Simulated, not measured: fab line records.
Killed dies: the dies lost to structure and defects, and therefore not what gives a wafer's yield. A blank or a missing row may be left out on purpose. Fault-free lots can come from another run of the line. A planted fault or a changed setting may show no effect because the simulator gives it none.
A struck lot beside a sound one    flow nandHarc    15 out of 1159 route steps
Sound: these wafers, L684.1, L684.2, L684.5. The struck wafers were L681.2, L681.5, L681.6. The cause is given at the end.
At each step with rows: each side's tool, then ch and its chambers, then its first start. Under that, the readings that differ: sound wafers    struck wafers    difference of the means    sigmas: that difference in standard deviations of wafers without a fault.
alike: readings with means less than 2 such deviations apart, plus words and numbers identical on both sides. not compared: withheld readings, readings lacking a value on some wafer, bounds such as >300 that could conceal the same value, and numbers that have no deviation in the record and whose values overlap.
Wherever a step has rows on one side only, a row that says differs or no value, or a row with sigmas, the two part there. Numbers that have no deviation but don't overlap get no sigmas and don't part them. A reading missing from all wafers of one side parts the sides only when that side holds two or more wafers.

NHARC_P_M2_ETCH_15: etches the open film in C4F8/Ar, target depth 182.5 nm, time 91.2 s.
  sound on rieDiel-06 ch 0,1,2; struck on rieDiel-06 ch 1,2
  alike: oesProductAu, rfVppV
  not compared: rfHoursCounterH
NHARC_P_M2_CD_MEAS_16:
  sound: cdSem-02 at day 9 13:40; struck: cdSem-03 at day 8 12:51
  alike: cdNm
NHARC_P_M2_STRIP_18: strips in N2/H2.
  sound on rieDiel-06 ch 0,2,3, day 9 13:44; struck on rieDiel-06 ch 1,2,3, day 8 12:59
  alike: drypumpMotorCurrentA, h2FlowSccm, oesProductAu, rfVppV, showerheadPlenumPTorr, throttleValvePct
  not compared: rfHoursCounterH
then, 2 steps without rows for these wafers: NHARC_P_M2_ETCH_28 (etches the open film in CF4/N2, target depth 30 nm, time 72.99 s); NHARC_P_M2_STRIP_19 (strips in post etch residue remover, time 600 s).
NHARC_P_M2_DEGAS_29: time 60 s.
  sound: pvdSputter-03 at day 9 14:23; struck: pvdSputter-02 at day 8 13:34
  alike: heaterPowerW
then, 4 steps without rows for these wafers: NHARC_P_M2_PRE_CLEAN_30 (time 30 s); NHARC_P_M2_PVD_20 (deposits TaN, target thk 5 nm, time 8.06 s); NHARC_P_M2_PVD_21 (deposits Cu, target thk 30 nm, time 20.49 s); NHARC_P_M2_ECD_22 (material Cu, target thk 400 nm).
NHARC_P_M2_ANNEAL_31: time 90 s.
  sound on rtpAnneal-01 ch 0, day 9 15:07; struck on rtpAnneal-01 ch 0, day 8 14:21
  alike: wafer_temp_C_max
NHARC_P_M2_CMP_23: polishes, t overpolish 20 s, target thk 144.3 nm.
  sound on cmp-03 ch 0,2,3, day 9 15:28; struck on cmp-04 ch 1,2, day 8 14:40
  alike: motorCurrentA, retainingRingPressureFrac, slurryFilterDpKPa, timeToEndpointS
NHARC_P_M2_THK_MEAS_24: measures by xrf.
  sound: filmMetro-02 at day 9 15:47; struck: filmMetro-01 at day 8 14:59
reading     sound              struck             difference  sigmas
thkNm (nm)  143.6 143.6 145.0  147.8 148.9 147.9  +4.1        +3
following that, these wafers have no rows for 1 step: NHARC_P_M2_SRD_25.
NHARC_END_SORT_01:
  the record has rows for the sound wafers here (prober-02 ch 0, day 22 10:48) and none for the struck ones

WHERE THEY PART
Earliest at NHARC_P_M2_THK_MEAS_24; latest, in this record, at NHARC_END_SORT_01.

WHY: what had been put in by the simulator
Metrology matching offset: filmMetro-01, from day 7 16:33 on, at NHARC_P_M2_THK_MEAS_24. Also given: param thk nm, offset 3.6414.
